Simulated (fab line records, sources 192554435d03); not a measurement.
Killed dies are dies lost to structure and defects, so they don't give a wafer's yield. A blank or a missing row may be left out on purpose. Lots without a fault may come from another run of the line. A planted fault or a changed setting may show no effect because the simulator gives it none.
Chamber matching | flow n5_finfet | N5_SD_EPI_P_ETCHBACK_46 on rie_diel-05: 3 sister chambers
The step etches SiNx in CH3F/O2, stops on SiO2, target depth 17.5 nm. 3 wafers are shown with their chamber, then 8 later ones without.

WAFERS WITH THEIR CHAMBER
wafer  | chamber | drypump_motor_current_A (A)
L086.6 | 1       | 5.5
L088.3 | 3       | 5.3
L091.1 | 2       | 5.8

WAFERS WITHOUT THEIR CHAMBER
wafer  | drypump_motor_current_A (A)
L091.3 | 5.5
L091.4 | 5.3
L093.1 | 5.5
L093.4 | 5.3
L093.5 | 5.7
L094.2 | 5.3
L094.5 | 5.8
L094.6 | 5.3

WHICH CHAMBER EACH WENT THROUGH
wafer  | from the rows above | in truth
L091.3 | 1                   | 1
L091.4 | 3                   | 3
L093.1 | 1                   | 1
L093.4 | 3                   | 3
L093.5 | 2                   | 2
L094.2 | 3                   | 3
L094.5 | 2                   | 2
L094.6 | 3                   | 3
Placed correctly: 8 of 8. Can't be placed from these rows: 0. Placed wrongly: 0.
How it was worked out, from the rows above alone: a wafer's distance from a chamber is the root of the sum, over the readings, of the square of ((its reading less the chamber's mean) divided by the reading's scatter). The wafer belongs to the nearest chamber; if the next one is less than 2 further off, it can't be placed. A chamber's mean is the mean of its shown wafers. The scatter: with one shown wafer a chamber, the root of the mean of the squares of how far each hidden wafer lies from its nearest shown one.
